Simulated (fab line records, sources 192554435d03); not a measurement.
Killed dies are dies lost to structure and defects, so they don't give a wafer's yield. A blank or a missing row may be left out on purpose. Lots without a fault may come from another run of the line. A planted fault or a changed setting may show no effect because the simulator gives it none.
Split-lot experiment | flow n5_finfet | 7 lots, 39 wafers read, on a route of 1938 steps

THE SPLIT
At N5_BEOL_M0_SAQP_PECVD_04 (deposits a-Si from SiH4/He, target thk 60 nm, time 60.2 s), the setting time_s was moved away from the recipe's 60.2 s on 15 of the 39 wafers read, by -39.1% to +57.4%. The other wafers ran this setting at the recipe's value.

FROM THE SPLIT TO THE READING: what the file shows between them, 5 steps
- N5_BEOL_M0_SAQP_THK_MEAS_05
- N5_BEOL_M0_SAQP_HM_DEP_111: deposits SiO2 from SiH4/N2O, target thk 12 nm, time 7.2 s
- N5_BEOL_M0_SAQP_COAT_81: time 60 s, resist thk 100 nm
- N5_BEOL_M0_SAQP_HM_OPEN_112: chemistry CHF3/O2, target SiO2, stops on a-Si, target depth 12 nm, time 13.5 s
- N5_BEOL_M0_SAQP_STRIP_113: strips in CHF3/O2

THE READING
oes_product_au, in a.u., at N5_BEOL_M0_SAQP_MANDREL_ETCH_20 (etches a-Si in HBr/Cl2, stops on SiNx, target depth 60 nm, bt time 10 s, time 30 s). Fault-free wafers of this fab line usually give 0.772 a.u., standard deviation 0.011 a.u..

wafer  | tool, chamber at the split | time_s as run, s | against the recipe | oes_product_au, a.u. | against lot-mates on the recipe
L074.1 | pecvd-04, 0                | 60.2             | recipe             | 0.766                | -
L074.2 | pecvd-04, 1                | 60.2             | recipe             | 0.781                | -
L074.3 | pecvd-04, 2                | 60.2             | recipe             | 0.753                | -
L074.4 | pecvd-04, 1                | 94.73            | +57.4%             | 0.972                | +0.205
L074.5 | pecvd-04, 2                | 94.73            | +57.4%             | 1.026                | +0.259
L074.6 | pecvd-04, 0                | 94.73            | +57.4%             | 1.018                | +0.251
L076.1 | pecvd-04, 0,1              | 60.2             | recipe             | 0.771                | -
L076.2 | pecvd-04, 0,1              | 60.2             | recipe             | 0.762                | -
L076.3 | pecvd-04, 2,1              | 60.2             | recipe             | 0.774                | -
L076.4 | pecvd-04, 2,1              | 60.2             | recipe             | 0.775                | -
L076.5 | pecvd-04, 0                | 60.2             | recipe             | 0.777                | -
L076.6 | pecvd-04, 2                | 60.2             | recipe             | 0.780                | -
L077.1 | pecvd-01, 0                | 60.2             | recipe             | 0.766                | -
L077.2 | pecvd-01, 2                | 36.65            | -39.1%             | 0.593                | -0.175
L077.3 | pecvd-01, 1                | 60.2             | recipe             | 0.767                | -
L077.4 | pecvd-01, 2                | 36.65            | -39.1%             | 0.601                | -0.167
L077.5 | pecvd-01, 0                | 36.65            | -39.1%             | 0.594                | -0.174
L077.6 | pecvd-01, 1                | 60.2             | recipe             | 0.772                | -
L090.1 | pecvd-04, 2                | 39.51            | -34.4%             | 0.619                | -0.159
L090.2 | pecvd-04, 1                | 60.2             | recipe             | 0.773                | -
L090.3 | pecvd-04, 0                | 60.2             | recipe             | 0.754                | -
L090.4 | pecvd-04, 1                | 39.51            | -34.4%             | 0.625                | -0.153
L090.5 | pecvd-04, 2                | 60.2             | recipe             | 0.807                | -
L090.6 | pecvd-04, 0                | 39.51            | -34.4%             | 0.615                | -0.163
L091.1 | pecvd-02, 2                | 60.2             | recipe             | 0.781                | -
L091.2 | pecvd-02, 0                | 60.2             | recipe             | 0.761                | -
L091.4 | pecvd-02, 2                | 60.2             | recipe             | 0.794                | -
L092.1 | pecvd-04, 0                | 89.41            | +48.5%             | 0.981                | +0.214
L092.2 | pecvd-04, 2                | 89.41            | +48.5%             | 0.981                | +0.214
L092.3 | pecvd-04, 1                | 60.2             | recipe             | 0.755                | -
L092.4 | pecvd-04, 1                | 60.2             | recipe             | 0.771                | -
L092.5 | pecvd-04, 2                | 89.41            | +48.5%             | 1.009                | +0.242
L092.6 | pecvd-04, 0                | 60.2             | recipe             | 0.776                | -
L096.1 | pecvd-01, 0                | 91.53            | +52.0%             | 0.986                | +0.199
L096.2 | pecvd-01, 1                | 91.53            | +52.0%             | 0.995                | +0.208
L096.3 | pecvd-01, 2                | 91.53            | +52.0%             | 1.013                | +0.226
L096.4 | pecvd-01, 0,2              | 60.2             | recipe             | 0.797                | -
L096.5 | pecvd-01, 1                | 60.2             | recipe             | 0.772                | -
L096.6 | pecvd-01, 0,2              | 60.2             | recipe             | 0.791                | -
Where a row lists several chambers, the file gives one row for several wafers and doesn't say which wafer went through which chamber.

THE FIT
A straight line over all 39 wafers: oes_product_au changes by +0.00433 a.u. for each +1% of time_s; r = +0.99; the points scatter about the line by 0.015 a.u..
The same after taking each lot's own level away (the mean of its wafers on the recipe; 39 wafers): +0.00432 a.u. for each +1%; r = +0.99; scatter 0.014 a.u..
On that fit, the largest move of time_s shifts the reading by 0.25 a.u..
The lots' own levels span 0.7667 to 0.7867 a.u., that is 1.8 times the standard deviation above.
So the lot-to-lot level changes the slope little: the two slopes agree.
Check: with one of the wafers moved furthest among these (+57.4%) left out of the fit, the line predicts +0.251 a.u. for it against its lot-mates. It came out at +0.205 a.u. against them.

THE WHOLE CHAIN: every reading that the file lists as answering this split, in the file's order
step                                | what it does                                                                       | reading                                                                               | change (the file's fit)                   | r (the file's)
N5_BEOL_M0_SAQP_PECVD_04            | deposits a-Si from SiH4/He, target thk 60 nm, time 60.2 s                          | a-Si_of_BEOL_M0_SAQP_PECVD_04.thk_nm (the simulator's own value, which no gauge read) | +0.596 nm for each +1% of the setting     | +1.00
N5_BEOL_M0_SAQP_THK_MEAS_05         |                                                                                    | thk_nm                                                                                | withheld for each +1% of the setting      | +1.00
N5_BEOL_M0_SAQP_MANDREL_ETCH_20     | etches a-Si in HBr/Cl2, stops on SiNx, target depth 60 nm, bt time 10 s, time 30 s | oes_product_au                                                                        | +0.00431 a.u. for each +1% of the setting | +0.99
N5_BEOL_M0_SAQP_MANDREL_ETCH_20     | etches a-Si in HBr/Cl2, stops on SiNx, target depth 60 nm, bt time 10 s, time 30 s | etch.depth_nm (the simulator's own value, which no gauge read)                        | +0.578 nm for each +1% of the setting     | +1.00
N5_BEOL_M0_SAQP_SPACER1_ETCHBACK_99 | etches SiO2 in CHF3/O2, target depth 15.4 nm, time 7.7 s                           | a-Si_of_BEOL_M0_SAQP_PECVD_04.thk_nm (the simulator's own value, which no gauge read) | +0.595 nm for each +1% of the setting     | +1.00

THE FILE'S OWN FIT
oes_product_au changes by +0.00431 a.u. for each +1% of time_s, r = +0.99.
